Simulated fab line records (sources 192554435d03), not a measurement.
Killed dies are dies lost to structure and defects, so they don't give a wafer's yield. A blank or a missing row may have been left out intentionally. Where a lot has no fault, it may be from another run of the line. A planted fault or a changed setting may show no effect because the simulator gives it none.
Matching of chambers / flow n5-finfet / rie-diel-03 running N5_HKMG_FIN_STRIP_89: 4 sister chambers
The step strips SOC in N2/H2, time 20 s. 4 wafers are shown with their chamber, then 11 later ones without.

EACH WAFER AND ITS CHAMBER
wafer=L084.2; chamber=1; showerhead-plenum-p-Torr (Torr)=3.25
wafer=L088.2; chamber=3; showerhead-plenum-p-Torr (Torr)=3.42
wafer=L088.4; chamber=0; showerhead-plenum-p-Torr (Torr)=3.46
wafer=L093.4; chamber=2; showerhead-plenum-p-Torr (Torr)=3.19

WAFERS WHOSE CHAMBER IS MISSING
wafer=L093.5; showerhead-plenum-p-Torr (Torr)=3.24
wafer=L093.6; showerhead-plenum-p-Torr (Torr)=3.41
wafer=L094.2; showerhead-plenum-p-Torr (Torr)=3.19
wafer=L094.3; showerhead-plenum-p-Torr (Torr)=3.41
wafer=L094.4; showerhead-plenum-p-Torr (Torr)=3.46
wafer=L095.1; showerhead-plenum-p-Torr (Torr)=3.41
wafer=L095.4; showerhead-plenum-p-Torr (Torr)=3.24
wafer=L095.5; showerhead-plenum-p-Torr (Torr)=3.19
wafer=L097.1; showerhead-plenum-p-Torr (Torr)=3.41
wafer=L097.3; showerhead-plenum-p-Torr (Torr)=3.19
wafer=L097.5; showerhead-plenum-p-Torr (Torr)=3.46

WHICH CHAMBER EACH ONE RAN IN
wafer=L093.5; from the rows above=1; in truth=1
wafer=L093.6; from the rows above=3; in truth=3
wafer=L094.2; from the rows above=2; in truth=2
wafer=L094.3; from the rows above=3; in truth=3
wafer=L094.4; from the rows above=0; in truth=0
wafer=L095.1; from the rows above=3; in truth=3
wafer=L095.4; from the rows above=1; in truth=1
wafer=L095.5; from the rows above=2; in truth=2
wafer=L097.1; from the rows above=3; in truth=3
wafer=L097.3; from the rows above=2; in truth=2
wafer=L097.5; from the rows above=0; in truth=0
Correctly placed: 11 of 11. Not placeable from these rows: 0. 0 placed wrongly.
How it was worked out, from the rows above alone: a wafer's distance from a chamber is the root of the sum, over the readings, of the square of ((its reading less the chamber's mean) divided by the reading's scatter). If the next closest chamber is less than 2 further off than the closest, the wafer can't be placed; otherwise it belongs to the closest. A chamber's mean is the mean of its shown wafers. The scatter: with one shown wafer a chamber, the root of the mean of the squares of how far each hidden wafer lies from its nearest shown one.
